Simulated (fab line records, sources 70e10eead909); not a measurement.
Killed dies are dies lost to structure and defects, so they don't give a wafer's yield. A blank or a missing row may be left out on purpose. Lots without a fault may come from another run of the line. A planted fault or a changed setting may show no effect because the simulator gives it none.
fab line records | flow nand_harc
record lots=24 wafers=72 last_day=34
route steps=1302 shown A_CONTACT@1018
lots that met no fault: from a run of the same line without faults
start_h: hours from the record's first day to the start of the lot's first wafer shown | wait_h: hours since the lot's step before | " the same as in the row above | L1.1+2: a row that stands for several wafers | - no value, or no start given | * or withheld: withheld | < > ~ a bound
route shown NAME@n: a module of which the file shows steps, and the number in the route of the first | usual: mean/standard deviation of fault-free wafers | same: alike in all rows | chamber/n: place in a boat | sites: the reading at each site | _std_site: their standard deviation | _edge_site: outer sites' mean less inner sites' | radius_mm: how far each site lies from the wafer's centre | mask NAME#n: copy n | behind: the tool/chamber that last shaped the wafer | hold: why the lot was held/for how many hours/how that ended | device: the transistor (n, p or np) that didn't switch | end of line: the same wafers' tests at the end of the route | a step without rows: its recipe alone | killed: dies lost to structure and defects at the first sort, not the wafer's yield | map: a wafer's dies, x killed, . not, _ none there
set.NAME: the setting as run; set.NAME@STEP: as run at that earlier step | model.NAME: the simulator's own value behind a step, which no gauge read
steps of the route over a sample of lots; a table a step, a row a wafer
services: from which hour (start_h, from the record's first day; less than 0 if before it) a tool's chamber was out of use, for how many hours, and why
## steps
# step NHARC_A_CONTACT_ETCH_90
# recipe target_depth_a=400 over_etch_frac=0.5 time_s=85.7 ion_energy_ev=120 ch3f_flow_sccm=50 o2_flow_sccm=30 ar_flow_sccm=200 rf_w=500 bias_w=100 chemistry=CH3F/O2
# usual drypump_motor_current_A=5.6/0.32 oes_product_au=0.95/0.038 rf_vpp_V=244.4/1.6 showerhead_plenum_p_Torr=2.46/0.1 throttle_valve_pct=20.664/0.0087
# columns lot.wafer tool chamber start_h wait_h drypump_motor_current_A oes_product_au rf_hours_counter_h rf_vpp_V showerhead_plenum_p_Torr throttle_valve_pct
L075.3 rie_diel-13 3 499.06 0.7 5.1 0.96 40 245.4 2.55 20.662
L075.1 " 1 " " 6.1 0.94 46 245.9 2.59 20.663
L075.4 " 2 " " 5.5 0.93 - 246.8 2.59 20.656
L074.1 rie_diel-06 1 503.51 0.9 5.4 0.95 2 244.4 2.42 20.664
L074.2 " 2 " " 5.6 0.94 3 247.4 2.59 20.673
L074.5 " 2 " " 5.6 0.95 - 245.9 2.59 20.668
L076.2 rie_diel-13 1 511.75 0.9 6.1 0.94 50 245.4 2.59 20.671
L076.6 " 2 " " 5.5 0.94 - 246.5 2.59 20.665
L076.5 " 3 " " 5.2 0.95 - 245.4 2.55 20.664
L078.3 rie_diel-01 2 527.36 0.6 5.7 0.93 54 242.9 2.37 20.672
L078.4 " 0 " " 6.2 0.92 48 242.8 2.34 20.672
L078.6 " 2 " " 5.7 0.93 - 243.2 2.37 20.653
L077.2 rie_diel-01 2 527.82 0.8 5.7 0.93 54 243.7 2.37 20.680
L077.1 " 3 " " 5.1 0.90 53 244.2 2.50 20.655
L077.4 " 0 " " 6.1 0.91 48 242.4 2.34 20.658
L080.1 rie_diel-06 2 543.75 0.8 5.6 0.93 10 244.9 2.59 20.650
L080.4 " 1 " " 5.4 0.92 10 244.4 2.41 20.658
L080.6 " 2 " " 5.5 0.92 - 246.0 2.59 20.667
L079.2 rie_diel-06 0 545.57 0.8 5.9 0.92 10 244.1 2.49 20.679
L079.1 " 3 " " 5.6 0.91 3 242.1 2.33 20.667
L079.6 " 0 " " 5.9 0.92 - 244.0 2.49 20.650
L081.1 rie_diel-13 1 559.12 0.8 6.2 1.01 10 247.3 2.59 20.668
L081.4 " 2 " " 5.5 1.00 8 246.4 2.58 20.649
L081.6 " 3 " " 5.2 1.01 - 245.8 2.54 20.673
L082.2 rie_diel-06 0 584.15 0.8 5.9 0.93 14 245.8 2.49 20.679
L082.1 " 1 " " 5.4 0.92 14 243.5 2.41 20.663
L082.4 " 3 " " 5.6 0.92 8 242.3 2.33 20.665
L083.4 rie_diel-13 3 596.29 0.7 5.2 0.94 24 245.7 2.54 20.664
L083.2 " 0 " " 6.3 0.92 23 243.4 2.28 20.661
L083.5 " 1 " " 6.2 0.92 - 245.0 2.58 20.657
L084.2 rie_diel-01 2 599.13 0.8 5.7 1.00 13 241.5 2.36 20.664
L084.4 " 3 " " 5.1 0.99 11 245.5 2.49 20.648
L084.3 " 0 " " 6.2 0.99 11 242.3 2.34 20.660
L086.1 rie_diel-06 0 602.12 0.8 5.9 0.99 16 244.1 2.49 20.658
L086.4 " 1 " " 5.4 0.99 16 243.3 2.41 20.658
L086.2 " 3 " " 5.7 0.99 9 242.8 2.32 20.657
L085.1 rie_diel-01 2 610.85 0.9 5.7 1.01 15 242.5 2.36 20.664
L085.5 " 1 " " 5.7 1.01 - 245.2 2.46 20.650
L085.6 " 2 " " 5.7 1.00 - 243.4 2.36 20.659
L088.3 rie_diel-06 2 628.05 0.7 5.6 0.93 23 246.2 2.59 20.674
L088.4 " 0 " " 5.9 0.92 24 243.5 2.49 20.675
L088.1 " 1 " " 5.4 0.91 23 244.3 2.41 20.670
L087.4 rie_diel-13 2 630.69 0.6 5.5 0.90 36 245.1 2.57 20.664
L087.2 " 0 " " 6.3 0.92 33 242.4 2.28 20.670
L087.6 " 2 " " 5.5 0.91 - 243.9 2.57 20.651
L089.3 rie_diel-01 0 634.40 0.7 6.2 0.92 23 242.8 2.33 20.673
L089.4 " 1 " " 5.7 0.93 25 246.1 2.46 20.664
L089.5 " 2 " " 5.7 0.93 - 242.6 2.35 20.664
L090.4 rie_diel-06 1 650.58 0.7 5.4 0.99 27 244.2 2.41 20.652
L090.1 " 2 " " 5.5 1.00 28 246.9 2.58 20.678
L090.6 " 3 " " 5.6 1.00 - 243.3 2.32 20.651
L091.3 rie_diel-01 1 656.13 0.7 5.6 0.99 34 243.4 2.46 20.659
L091.6 " 3 " " 5.1 0.99 - 244.9 2.49 20.682
L091.5 " 0 " " 6.2 0.99 - 243.1 2.33 20.663
L094.2 rie_diel-06 1 682.16 0.9 5.4 0.99 1 244.5 2.41 20.669
L094.5 " 2 " " 5.6 1.02 - 244.8 2.58 20.663
L094.6 " 3 " " 5.6 1.00 - 241.6 2.32 20.660
L092.1 rie_diel-06 0 682.94 0.9 5.9 0.94 1 245.4 2.48 20.677
L092.5 " 0 " " 5.9 0.93 - 245.8 2.48 20.672
L092.6 " 1 " " 5.4 0.93 - 244.8 2.41 20.654
L093.2 rie_diel-13 1 690.29 0.9 6.1 0.93 51 245.3 2.57 20.672
L093.3 " 2 " " 5.5 0.92 52 247.8 2.57 20.667
L093.6 " 0 " " 6.3 0.93 - 242.5 2.27 20.680
L096.1 rie_diel-06 3 703.14 0.9 5.6 1.01 5 242.6 2.32 20.660
L096.3 " 2 " " 5.5 1.02 5 244.4 2.58 20.675
L096.6 " 3 " " 5.6 1.01 - 241.7 2.32 20.661
L095.2 rie_diel-06 0 703.95 0.9 5.9 0.92 6 244.8 2.48 20.664
L095.3 " 1 " " 5.4 0.91 7 243.5 2.40 20.664
L095.6 " 1 " " 5.4 0.92 - 242.9 2.40 20.667
L097.2 rie_diel-06 1 734.82 0.8 5.4 0.98 10 243.1 2.40 20.672
L097.5 " 0 " " 5.9 1.01 - 245.8 2.48 20.678
L097.6 " 1 " " 5.4 0.99 - 242.9 2.40 20.664
# step NHARC_A_CONTACT_ETCH_96
# recipe target_depth_a=200 over_etch_frac=0.5 time_s=10 ion_energy_ev=250 c4f6_flow_sccm=25 o2_flow_sccm=20 ar_flow_sccm=500 rf_w=600 bias_w=500 chemistry=C4F6/O2
# usual drypump_motor_current_A=5.6/0.33 oes_product_au=0.969/0.028 rf_vpp_V=547/3.2 showerhead_plenum_p_Torr=3.93/0.15 throttle_valve_pct=26.904/0.0099
# columns lot.wafer tool chamber start_h wait_h drypump_motor_current_A oes_product_au rf_hours_counter_h rf_vpp_V showerhead_plenum_p_Torr throttle_valve_pct
L075.3 rie_diel-13 1 499.28 0.2 6.1 0.996 46 550 4.13 26.892
L075.1 " 3 " " 5.2 1.018 41 550 4.06 26.892
L075.4 " 1 " " 6.1 0.984 - 550 4.13 26.911
L074.1 rie_diel-06 0 503.68 0.1 5.9 0.968 2 547 3.98 26.902
L074.2 " 1 " " 5.4 0.965 2 545 3.86 26.920
L074.5 " 2 " " 5.6 0.966 - 552 4.13 26.897
L076.2 rie_diel-13 0 - - 6.3 0.948 47 542 3.67 26.908
L076.6 " 2 " " 5.5 0.945 - 550 4.12 26.914
L076.5 " 3 " " 5.2 0.983 - 550 4.06 26.908
L078.3 rie_diel-01 3 - - 5.2 0.909 53 549 3.99 26.907
L078.4 " 0 " " 6.2 0.928 48 543 3.75 26.882
L078.6 " 3 " " 5.1 0.924 - 549 3.99 26.894
L077.4 rie_diel-01 3 - - 5.1 0.927 53 548 3.99 26.900
L077.1 " 1 " " 5.6 0.953 43 548 3.95 26.915
L077.2 " 2 " " 5.7 0.953 54 547 3.78 26.897
L080.1 rie_diel-06 1 - - 5.4 0.941 10 546 3.86 26.893
L080.4 " 3 " " 5.6 0.941 3 545 3.72 26.900
L080.6 " 1 " " 5.4 0.934 - 547 3.86 26.899
L079.1 rie_diel-06 0 - - 5.9 0.947 10 547 3.97 26.927
L079.2 " 3 " " 5.7 0.918 3 542 3.72 26.882
L079.6 " 0 " " 5.9 0.945 - 547 3.97 26.898
L081.1 rie_diel-13 2 - - 5.6 0.993 8 551 4.11 26.912
L081.4 " 0 " " 6.3 1.005 11 541 3.66 26.878
L081.6 " 3 " " 5.2 1.024 - 550 4.05 26.909
L082.1 rie_diel-06 3 - - 5.6 0.935 8 543 3.72 26.915
L082.4 " 0 " " 5.9 0.940 14 548 3.97 26.905
L082.2 " 1 " " 5.4 0.949 14 546 3.85 26.897
L083.2 rie_diel-13 3 - - 5.2 0.948 24 549 4.04 26.906
L083.4 " 0 " " 6.3 0.952 23 543 3.65 26.896
L083.5 " 3 " " 5.2 0.946 - 549 4.04 26.900
L084.3 rie_diel-01 3 - - 5.2 0.995 11 549 3.98 26.897
L084.4 " 0 " " 6.2 0.994 11 545 3.74 26.914
L084.2 " 1 " " 5.6 1.007 13 548 3.93 26.884
L086.2 rie_diel-06 1 - - 5.4 0.992 16 546 3.85 26.904
L086.1 " 2 " " 5.6 1.007 17 551 4.12 26.903
L086.4 " 3 " " 5.7 1.001 9 541 3.72 26.899
L085.1 rie_diel-01 2 - - 5.7 1.004 15 546 3.77 26.899
L085.5 " 0 " " 6.2 1.001 - 543 3.74 26.890
L085.6 " 1 " " 5.7 1.019 - 547 3.93 26.900
L088.3 rie_diel-06 1 - - 5.4 0.920 23 545 3.85 26.912
L088.1 " 2 " " 5.6 0.944 23 551 4.12 26.903
L088.4 " 3 " " 5.6 0.951 17 544 3.72 26.895
L087.4 rie_diel-13 3 - - 5.2 0.971 35 549 4.03 26.891
L087.2 " 1 " " 6.2 0.964 36 550 4.10 26.909
L087.6 " 3 " " 5.2 0.972 - 550 4.03 26.901
L089.3 rie_diel-01 2 - - 5.7 0.952 24 543 3.76 26.896
L089.4 " 3 " " 5.2 0.937 22 548 3.97 26.894
L089.5 " 0 " " 6.2 0.942 - 542 3.73 26.899
L090.1 rie_diel-06 1 - - 5.4 0.997 27 545 3.85 26.897
L090.4 " 3 " " 5.6 1.007 21 542 3.71 26.911
L090.6 " 2 " " 5.6 1.007 - 551 4.11 26.898
L091.3 rie_diel-01 0 - - 6.2 0.997 31 543 3.73 26.907
L091.5 " 2 " " 5.7 0.993 - 543 3.76 26.907
L091.6 " 3 " " 5.1 0.983 - 548 3.97 26.890
L094.2 rie_diel-06 2 - - 5.6 1.010 1 549 4.11 26.917
L094.5 " 1 " " 5.4 0.984 - 547 3.84 26.881
L094.6 " 2 " " 5.6 1.012 - 550 4.11 26.901
L092.1 rie_diel-06 2 - - 5.6 0.960 1 552 4.11 26.925
L092.6 " 2 " " 5.6 0.957 - 551 4.11 26.911
L092.5 " 3 " " 5.6 0.952 - 542 3.71 26.919
L093.3 rie_diel-13 3 - - 5.2 0.945 51 550 4.02 26.891
L093.2 " 1 " " 6.2 0.956 51 551 4.09 26.902
L093.6 " 2 " " 5.5 0.936 - 550 4.08 26.910
L096.1 rie_diel-06 1 - - 5.4 0.993 7 545 3.84 26.902
L096.3 " 3 " " 5.7 1.005 5 542 3.71 26.901
L096.6 " 1 " " 5.4 0.994 - 544 3.84 26.899
L095.3 rie_diel-06 0 - - 5.9 0.956 6 548 3.96 26.904
L095.2 " 3 " " 5.6 0.944 5 543 3.71 26.915
L095.6 " 1 " " 5.4 0.941 - 546 3.84 26.893
L097.2 rie_diel-06 3 - - 5.7 0.991 8 543 3.71 26.909
L097.6 " 0 " " 5.9 1.005 - 548 3.96 26.916
L097.5 " 1 " " 5.4 0.984 - 545 3.84 26.903
# step NHARC_A_CONTACT_ETCH_102
# recipe target_depth_a=1000 overetch_a=100 time_s=55 ion_energy_ev=100 cf4_flow_sccm=80 o2_flow_sccm=20 ar_flow_sccm=0 rf_w=300 bias_w=100 chemistry=CF4/O2
# usual drypump_motor_current_A=5.7/0.34 oes_f_703_au=1.000/0.0041 oes_product_au=0.998/0.011 rf_vpp_V=198.0/1.5 showerhead_plenum_p_Torr=1.34/0.058 throttle_valve_pct=13.398/0.0085
# columns lot.wafer tool chamber start_h wait_h drypump_motor_current_A oes_f_703_au oes_product_au rf_hours_counter_h rf_vpp_V showerhead_plenum_p_Torr throttle_valve_pct
L075.1 rie_diel-13 1 499.78 0.1 6.1 0.999 0.990 46 199.9 1.41 13.390
L075.3 " 2 " " 5.4 1.007 1.000 53 199.3 1.41 13.405
L075.4 " 3 " " 5.2 0.997 1.045 - 198.1 1.38 13.408
L074.2 rie_diel-01 0 504.06 0.1 6.2 1.005 1.013 39 196.2 1.27 13.405
L074.1 " 2 " " 5.6 1.003 0.989 46 197.1 1.29 13.407
L074.5 " 0 " " 6.2 0.995 1.009 - 196.3 1.27 13.392
L076.2 rie_diel-06 2 512.26 0.1 5.5 1.005 1.003 4 199.0 1.41 13.400
L076.6 " 0 " " 5.9 0.997 0.988 - 199.2 1.35 13.395
L076.5 " 1 " " 5.4 0.999 1.004 - 196.9 1.31 13.392
L078.3 rie_diel-06 2 527.90 0.1 5.6 0.997 1.009 8 198.0 1.41 13.398
L078.6 " 0 " " 5.9 0.993 1.001 - 199.8 1.35 13.397
L078.4 " 2 " " 5.6 0.997 1.005 - 198.3 1.41 13.402
L077.1 rie_diel-13 1 528.32 0.1 6.2 1.000 1.005 0 199.9 1.41 13.394
L077.2 " 2 " " 5.5 1.006 0.999 0 200.4 1.41 13.383
L077.4 " 0 " " 6.3 1.001 1.003 0 196.1 1.24 13.398
L080.4 rie_diel-06 0 544.27 0.0 5.9 1.001 0.996 10 198.8 1.35 13.398
L080.1 " 1 " " 5.4 1.001 0.984 10 197.1 1.31 13.394
L080.6 " 1 " " 5.4 0.996 0.991 - 197.0 1.31 13.397
L079.2 rie_diel-06 2 546.08 0.1 5.5 0.991 0.997 10 199.5 1.41 13.396
L079.1 " 0 " " 5.9 0.998 0.992 10 196.8 1.35 13.393
L079.6 " 2 " " 5.5 1.002 0.993 - 200.8 1.41 13.393
L081.1 rie_diel-06 0 559.62 0.1 5.9 1.002 0.979 10 197.4 1.35 13.393
L081.4 " 2 " " 5.6 1.001 1.009 11 199.3 1.41 13.409
L081.6 " 0 " " 5.9 1.005 0.983 - 197.3 1.35 13.392
L082.1 rie_diel-06 3 584.66 0.1 5.6 1.003 0.994 8 195.3 1.26 13.393
L082.2 " 1 " " 5.3 1.008 0.993 14 196.7 1.31 13.407
L082.4 " 2 " " 5.5 1.003 1.009 15 200.6 1.41 13.384
L083.4 rie_diel-06 1 596.77 0.1 5.4 1.007 0.988 16 198.1 1.31 13.406
L083.2 " 2 " " 5.6 1.009 1.002 16 199.3 1.41 13.406
L083.5 " 2 " " 5.6 1.000 1.015 - 199.1 1.41 13.397
L084.3 rie_diel-01 2 599.65 0.1 5.7 1.002 1.009 13 196.0 1.28 13.395
L084.4 " 3 " " 5.1 0.993 0.998 11 199.5 1.35 13.404
L084.2 " 0 " " 6.2 0.998 0.985 11 196.4 1.27 13.400
L086.1 rie_diel-13 0 602.77 0.2 6.3 1.001 1.002 23 196.7 1.24 13.401
L086.4 " 1 " " 6.1 1.003 1.007 26 199.5 1.40 13.383
L086.2 " 2 " " 5.5 1.003 0.997 28 199.9 1.40 13.398
L085.1 rie_diel-06 0 611.35 0.0 5.9 1.003 0.982 19 197.8 1.35 13.383
L085.5 " 0 " " 5.9 1.001 0.986 - 197.8 1.35 13.403
L085.6 " 1 " " 5.4 1.007 0.983 - 196.8 1.31 13.415
L088.4 rie_diel-06 2 628.57 0.1 5.6 1.008 1.007 23 199.0 1.41 13.392
L088.1 " 3 " " 5.6 0.997 0.993 17 195.6 1.26 13.395
L088.3 " 1 " " 5.4 0.995 0.995 23 196.5 1.31 13.402
L087.4 rie_diel-13 1 631.34 0.1 6.1 0.996 1.001 36 198.5 1.40 13.417
L087.2 " 2 " " 5.5 0.995 0.983 36 199.9 1.40 13.409
L087.6 " 1 " " 6.1 1.006 1.007 - 200.0 1.40 13.400
L089.3 rie_diel-01 0 634.90 0.1 6.2 0.995 0.997 23 196.5 1.26 13.392
L089.4 " 1 " " 5.7 1.000 0.997 25 198.5 1.34 13.399
L089.5 " 3 " " 5.2 1.003 0.992 - 198.4 1.35 13.399
L090.4 rie_diel-13 2 651.08 0.0 5.5 1.003 0.984 41 198.2 1.40 13.387
L090.1 " 1 " " 6.2 1.013 0.998 41 199.5 1.40 13.396
L090.6 " 3 " " 5.2 0.998 0.990 - 198.3 1.37 13.385
L091.3 rie_diel-06 0 657.19 0.1 5.9 1.002 0.982 30 198.2 1.35 13.418
L091.6 " 0 " " 5.9 0.999 0.983 - 197.5 1.35 13.385
L091.5 " 3 " " 5.6 1.002 1.002 - 196.3 1.26 13.401
L094.2 rie_diel-13 0 682.64 0.1 6.3 0.998 1.012 45 196.4 1.23 13.402
L094.5 " 3 " " 5.1 0.997 1.017 - 198.5 1.37 13.387
L094.6 " 0 " " 6.3 1.002 1.005 - 196.3 1.23 13.397
L092.1 rie_diel-13 3 683.46 0.1 5.2 1.009 1.021 48 198.6 1.37 13.400
L092.5 " 0 " " 6.3 1.001 1.004 - 196.7 1.23 13.407
L092.6 " 1 " " 6.1 1.001 0.999 - 199.0 1.40 13.400
L093.2 rie_diel-13 1 690.79 0.1 6.1 0.997 1.000 51 198.5 1.40 13.393
L093.3 " 3 " " 5.2 1.001 1.004 51 198.8 1.37 13.408
L093.6 " 1 " " 6.1 0.997 1.006 - 200.5 1.40 13.389
L096.1 rie_diel-06 0 703.66 0.1 5.9 1.001 0.998 6 198.2 1.35 13.410
L096.3 " 1 " " 5.4 0.994 0.992 7 197.5 1.31 13.388
L096.6 " 0 " " 5.9 0.999 0.985 - 197.3 1.35 13.403
L095.2 rie_diel-06 0 704.84 0.4 5.9 0.998 0.995 6 197.8 1.35 13.397
L095.3 " 1 " " 5.4 0.999 0.983 7 196.3 1.30 13.404
L095.6 " 0 " " 5.9 1.007 0.999 - 199.3 1.35 13.397
L097.2 rie_diel-06 2 735.31 0.1 5.5 0.996 1.018 8 199.4 1.40 13.403
L097.5 " 2 " " 5.6 1.006 1.023 - 199.7 1.40 13.406
L097.6 " 3 " " 5.6 1.003 1.002 - 194.8 1.26 13.412
# step NHARC_A_CONTACT_ETCH_133
# recipe source_w=withheld pressure_mtorr=20 bias_v=400 time_s=374 target_depth_a=16100 ar_flow_sccm=withheld c4f8_flow_sccm=11.5 o2_flow_sccm=7.2 chemistry=C4F8/O2/Ar
# columns lot.wafer tool chamber start_h wait_h rf_hours_counter_h
L075.1 har_cap_etch-02 1 508.06 0.2 85
L075.3 " 0 " " -
L075.4 " 1 " " -
L074.2 har_cap_etch-02 1 513.12 0.1 87
L074.1 " 0 " " 87
L074.5 " 1 " " -
L076.2 har_cap_etch-01 0 520.42 0.1 1
L076.5 " 0 " " -
L076.6 " 1 " " -
L078.4 har_cap_etch-03 0 536.15 0.2 -
L078.3 " 1 " " -
L078.6 " 1 " " -
L077.2 har_cap_etch-02 0 536.34 0.1 92
L077.1 " 1 " " 92
L077.4 " 0 " " -
L080.1 har_cap_etch-01 1 552.52 0.1 7
L080.4 " 1 " " -
L080.6 " 1 " " -
L079.1 har_cap_etch-03 1 556.33 0.1 58
L079.2 " 0 " " 58
L079.6 " 0 " " -
L081.1 har_cap_etch-02 0 567.79 0.2 99
L081.4 " 0 " " -
L081.6 " 1 " " -
L082.2 har_cap_etch-02 0 592.61 0.1 101
L082.1 " 1 " " 101
L082.4 " 1 " " -
L083.2 har_cap_etch-03 1 607.48 0.2 65
L083.4 " 1 " " -
L083.5 " 0 " " -
L084.2 har_cap_etch-02 1 609.07 0.2 105
L084.4 " 0 " " -
L084.3 " 1 " " -
L086.2 har_cap_etch-03 0 612.48 0.2 67
L086.1 " 1 " " 67
L086.4 " 1 " " -
L085.1 har_cap_etch-02 1 620.89 0.1 108
L085.6 " 1 " " -
L085.5 " 0 " " -
L088.1 har_cap_etch-02 0 637.07 0.1 111
L088.4 " 0 " " -
L088.3 " 1 " " -
L087.2 har_cap_etch-03 0 639.51 0.2 73
L087.4 " 1 " " -
L087.6 " 1 " " -
L089.4 har_cap_etch-01 0 648.21 0.2 -
L089.3 " 1 " " -
L089.5 " 0 " " -
L090.1 har_cap_etch-01 0 659.15 0.2 26
L090.4 " 0 " " -
L090.6 " 0 " " -
L091.3 har_cap_etch-02 1 666.22 0.2 -
L091.5 " 1 " " -
L091.6 " 0 " " -
L094.2 har_cap_etch-02 0 692.69 0.3 120
L094.5 " 1 " " -
L094.6 " 0 " " -
L092.1 har_cap_etch-03 0 693.67 0.2 82
L092.5 " 1 " " -
L092.6 " 0 " " -
L093.2 har_cap_etch-01 1 698.82 0.2 32
L093.3 " 0 " " -
L093.6 " 0 " " -
L096.1 har_cap_etch-02 0 712.53 0.1 125
L096.3 " 1 " " -
L096.6 " 1 " " -
L095.2 har_cap_etch-01 1 715.68 0.2 36
L095.3 " 1 " " -
L095.6 " 0 " " -
L097.2 har_cap_etch-03 0 744.84 0.2 88
L097.6 " 0 " " -
L097.5 " 1 " " -
# step NHARC_A_CONTACT_DEP_85
# recipe target_thk_a=600 target_thk_nm=60 temp_c=400 pressure_torr=3.5 flow_sccm=200 rf_w=350 material=SiON
# usual heater_power_w=764/91
# columns lot.wafer tool chamber start_h wait_h heater_power_w
L075.3 pecvd-03 0 511.75 0.9 726
L075.1 " 1 " " 588
L075.4 " 0 " " 713
L074.1 pecvd-04 1 517.14 1.5 845
L074.2 " 2 " " 907
L074.5 " 1 " " 831
L076.2 pecvd-01 1 525.44 1.2 746
L076.6 " 1 " " 746
L076.5 " 2 " " 701
L078.4 pecvd-01 2 539.96 0.7 741
L078.3 " 0 " " 764
L078.6 " 0 " " 777
L077.2 pecvd-03 0 541.61 1.2 694
L077.1 " 1 " " 560
L077.4 " 2 " " 742
L080.1 pecvd-03 2 560.23 1.5 859
L080.6 " 2 " " 879
L080.4 " 0 " " 795
L079.1 pecvd-01 1 560.37 1.5 759
L079.2 " 0 " " 681
L079.6 " 1 " " 766
L081.1 pecvd-03 0 571.48 1.5 795
L081.4 " 2 " " 807
L081.6 " 0 " " 791
L082.1 pecvd-01 0 598.10 1.5 679
L082.2 " 1 " " 812
L082.4 " 0 " " 693
L083.2 pecvd-01 0 611.11 1.2 758
L083.5 " 2 " " 831
L083.4 " 1 " " 764
L084.3 pecvd-01 2 613.62 0.9 823
L084.2 " 1 " " 774
L084.4 " 2 " " 820
L086.1 pecvd-03 2 616.20 1.5 814
L086.2 " 1 " " 620
L086.4 " 0 " " 680
L085.1 pecvd-04 2 626.01 1.5 871
L085.6 " 0 " " 817
L085.5 " 2 " " 888
L088.1 pecvd-03 2 646.59 1.5 830
L088.3 " 0 " " 698
L088.4 " 0 " " 688
L087.2 pecvd-01 2 648.43 1.3 728
L087.4 " 1 " " 731
L087.6 " 2 " " 740
L089.3 pecvd-04 0 651.98 0.9 750
L089.5 " 2 " " 920
L089.4 " 0 " " 771
L090.1 pecvd-04 1 663.68 1.5 865
L090.6 " 0 " " 625
L090.4 " 2 " " 874
L091.3 pecvd-04 0 672.27 0.9 688
L091.5 " 1 " " 835
L091.6 " 0 " " 740
L094.2 pecvd-01 2 696.47 1.2 759
L094.5 " 0 " " 829
L094.6 " 2 " " 773
L092.1 pecvd-04 0 699.70 1.4 730
L092.6 " 0 " " 718
L092.5 " 2 " " 833
L093.3 pecvd-03 0 703.42 0.9 692
L093.2 " 2 " " 878
L093.6 " 1 " " 655
L096.3 pecvd-04 0 716.34 0.9 650
L096.1 " 1 " " 922
L096.6 " 2 " " 914
L095.2 pecvd-03 0 719.31 1.2 723
L095.3 " 1 " " 625
L095.6 " 2 " " 785
L097.2 pecvd-03 1 751.01 1.2 642
L097.5 " 0 " " 738
L097.6 " 2 " " 927
# step NHARC_A_CONTACT_CD_MEAS_08
# recipe target_cd_nm=200 landing_energy_ev=500
# usual cd_nm=200.1/0.57
# columns lot.wafer tool chamber start_h wait_h cd_nm
L075.1 cd_sem-03 0 512.31 - 199.0
L075.3 " 0 " " 199.8
L075.4 " 0 " " 199.4
L074.1 cd_sem-02 0 517.84 - 199.7
L074.2 " 0 " " 199.4
L074.5 " 0 " " 200.1
L076.2 cd_sem-03 0 526.13 - 199.8
L076.5 " 0 " " 200.8
L076.6 " 0 " " 200.6
L078.3 cd_sem-01 0 540.56 - 199.9
L078.4 " 0 " " 200.4
L078.6 " 0 " " 200.0
L077.1 cd_sem-03 0 542.34 - 200.6
L077.2 " 0 " " 201.5
L077.4 " 0 " " 201.6
L080.1 cd_sem-03 0 560.95 - 199.5
L080.4 " 0 " " 199.9
L080.6 " 0 " " 200.7
L079.1 cd_sem-01 0 561.11 - 199.8
L079.2 " 0 " " 200.4
L079.6 " 0 " " 200.2
L081.1 cd_sem-02 0 572.15 - 200.4
L081.4 " 0 " " 199.2
L081.6 " 0 " " 199.8
L082.1 cd_sem-01 0 598.83 - 200.6
L082.2 " 0 " " 200.2
L082.4 " 0 " " 200.1
L083.2 cd_sem-01 0 611.68 - 199.5
L083.4 " 0 " " 199.6
L083.5 " 0 " " 200.1
L084.2 cd_sem-01 0 614.36 - 200.4
L084.3 " 0 " " 199.9
L084.4 " 0 " " 200.9
L086.1 cd_sem-03 0 616.92 - 200.7
L086.2 " 0 " " 199.7
L086.4 " 0 " " 199.7
L085.1 cd_sem-02 0 626.67 - 199.0
L085.5 " 0 " " 199.1
L085.6 " 0 " " 199.2
L088.1 cd_sem-03 0 647.21 - 200.1
L088.3 " 0 " " 200.6
L088.4 " 0 " " 199.7
L087.2 cd_sem-02 0 649.09 - 200.0
L087.4 " 0 " " 200.8
L087.6 " 0 " " 200.4
L089.3 cd_sem-03 0 652.68 - 200.4
L089.4 " 0 " " 200.9
L089.5 " 0 " " 200.7
L090.1 cd_sem-03 0 664.25 - 200.1
L090.4 " 0 " " 200.0
L090.6 " 0 " " 200.0
L091.3 cd_sem-03 0 672.81 - 199.7
L091.5 " 0 " " 200.0
L091.6 " 0 " " 199.4
L094.2 cd_sem-01 0 697.14 - 201.3
L094.5 " 0 " " 199.5
L094.6 " 0 " " 200.1
L092.1 cd_sem-01 0 700.42 - 200.1
L092.5 " 0 " " 201.2
L092.6 " 0 " " 200.0
L093.2 cd_sem-01 0 704.14 - 199.9
L093.3 " 0 " " 200.2
L093.6 " 0 " " 199.6
L096.1 cd_sem-03 0 717.04 - 199.9
L096.3 " 0 " " 199.1
L096.6 " 0 " " 200.3
L095.2 cd_sem-01 0 719.89 - 200.9
L095.3 " 0 " " 200.5
L095.6 " 0 " " 200.7
L097.2 cd_sem-02 0 751.71 - 200.1
L097.5 " 0 " " 200.1
L097.6 " 0 " " 199.9
## services
# columns tool chamber start_h hours kind
rie_diel-06 - 484.20 9.0 pm
har_cap_etch-03 - 486.02 0.5 repair
rie_diel-13 1 492.24 6.6 repair
pecvd-01 - 492.45 13.0 pm
rie_diel-13 0 495.00 16.7 repair
rie_diel-06 3 498.17 35.2 repair
pecvd-01 0 532.05 4.3 repair
pecvd-01 1 537.21 3.5 repair
pecvd-03 - 547.14 13.0 pm
rie_diel-06 - 548.65 3.7 repair
rie_diel-01 - 557.90 9.0 pm
rie_diel-01 - 602.36 3.7 repair
rie_diel-13 0 622.90 4.5 repair
rie_diel-06 - 661.20 9.0 pm
pecvd-01 - 673.45 13.0 pm
pecvd-03 1 682.11 12.9 repair
rie_diel-01 1 684.60 2.9 repair
rie_diel-13 3 696.02 6.8 repair
rie_diel-13 - 696.06 9.0 pm
rie_diel-06 0 711.70 2.8 repair
rie_diel-13 3 717.71 16.0 repair
pecvd-03 - 728.14 13.0 pm
rie_diel-01 - 734.90 9.0 pm
rie_diel-13 0 739.94 11.8 repair
## key
fault none
